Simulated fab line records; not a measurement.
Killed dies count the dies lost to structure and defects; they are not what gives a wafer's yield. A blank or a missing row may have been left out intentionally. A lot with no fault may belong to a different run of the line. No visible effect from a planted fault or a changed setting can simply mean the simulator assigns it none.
A lot that was struck, set against a sound lot	flow n5 finfet	38 steps out of a route of 1938
Sound: wafers L213.2, L213.4, L213.6. Struck: wafer L231.3 (left out: L231.1, L231.2 of the same lot, which were not struck); the cause appears at the end.
Order at every step that has rows: each side's tool, ch and its chambers, its first start. Under that, the readings that differ: sound wafers	struck wafers	difference of the means	sigmas: that difference in standard deviations of wafers without a fault.
alike: readings whose means differ by less than 2 such deviations, and words and numbers that are the same on both sides. not compared: withheld readings, readings that some wafer has no value for, bounds like >300 that may hide the same value, and numbers for which the record gives no deviation and whose values overlap.
A row with sigmas, a row that says differs or no value, or rows on one side alone: a step with any of these is where the two part. When numbers do not overlap yet have no deviation, they are printed without sigmas and do not part them. A reading missing from all wafers of one side parts the sides only when that side holds two or more wafers.

first, 10 steps without rows for these wafers: N5_PASSIVATION_DESCUM_12 (chemistry O2, time 7.9 s); N5_PASSIVATION_PASS_ETCH_74 (etches SiNx in CF4/O2, target depth 220 nm, time 110 s); N5_PASSIVATION_VIA_ETCH_13 (etches SiO2 in CHF3/O2, target depth 660 nm, time 330 s); N5_PASSIVATION_STRIP_14 (strips in O2); N5_PASSIVATION_ETCH_15 (etches SiCN in CF4/N2, target depth 75 nm, time 81.2 s); N5_PASSIVATION_STRIP_73 (strips in post etch residue remover, time 60 s); N5_PASSIVATION_SRD_17 (time 30 s, dry time 30 s); N5_PASSIVATION_DEGAS_18 (time 60 s); N5_PASSIVATION_PRE_CLEAN_19; N5_PASSIVATION_SPUTTER_20 (material TaN, target thk 50 nm).
N5_PASSIVATION_AL_DEP_21: deposits Al, target thk 2800 nm, time 170 s.
  sound: pvd sputter-02 at day 12 03:54; struck: pvd sputter-02 at day 16 03:41
reading	sound	struck	difference	sigmas
model.Al_of_PASSIVATION_AL_DEP_21.thk nm (nm)	2800 2765 2790	2873	+88	
  alike: throttle valve pct
then, 25 steps without rows for these wafers: N5_PASSIVATION_HMDS_23 (time 60 s); N5_PASSIVATION_COAT_24; N5_PASSIVATION_EBR_26; N5_PASSIVATION_SOFTBAKE_25 (time 90 s); N5_PASSIVATION_EXPOSE_27 (exposes mask PAD, defocus 0 nm); N5_PASSIVATION_PEB_28; N5_PASSIVATION_DEVELOP_29 (develop time 60 s); N5_PASSIVATION_HARDBAKE_31 (time 120 s); N5_PASSIVATION_DESCUM_32 (chemistry O2, time 7.9 s); N5_PASSIVATION_AL_ETCH_33 (etches Al in Cl2/BCl3, stops on TaN, target depth 2800 nm, time 466.7 s); N5_PASSIVATION_ETCH_59 (etches TaN in Cl2/BCl3, target depth 65 nm, time 34.9 s); N5_PASSIVATION_STRIP_34 (strips in O2); N5_PASSIVATION_STRIP_51 (strips in post etch residue remover, time 1200 s); N5_PASSIVATION_CLEAN_69 (cleans in IPA, time 180 s); N5_PASSIVATION_SRD_70 (time 30 s); N5_PASSIVATION_PECVD_53 (deposits SiO2 from TEOS/O2, target thk 800 nm, time 169.4 s); N5_PASSIVATION_PECVD_35 (deposits SiNx from SiH4/NH3/N2, target thk 700 nm, time 151.3 s); N5_PASSIVATION_HMDS_37 (time 60 s); N5_PASSIVATION_COAT_38; N5_PASSIVATION_EBR_40; N5_PASSIVATION_SOFTBAKE_39 (time 120 s); N5_PASSIVATION_EXPOSE_41 (exposes mask PASS OPEN, defocus 0 nm, target cd 40000 nm); N5_PASSIVATION_PEB_42; N5_PASSIVATION_DEVELOP_43 (develop time 60 s); N5_PASSIVATION_HARDBAKE_45 (time 120 s).
N5_PASSIVATION_STRIP_52: strips in post etch residue remover, time 1200 s.
  sound on wet bench-06 ch 1,3,4, day 12 07:03; struck on wet bench-03 ch 0, day 16 07:21
reading	sound	struck	difference	sigmas
model.Al_of_PASSIVATION_AL_DEP_21.thk nm (nm)	2785 2750 2774	2858	+88	
N5_PASSIVATION_PROBE_49:
  the record holds rows for the sound wafers here (prober-01, day 12 09:32) but none for the struck ones

## WHERE THEY PART
N5_PASSIVATION_PROBE_49 only, going by this record.

WHY: whatever the simulator had introduced
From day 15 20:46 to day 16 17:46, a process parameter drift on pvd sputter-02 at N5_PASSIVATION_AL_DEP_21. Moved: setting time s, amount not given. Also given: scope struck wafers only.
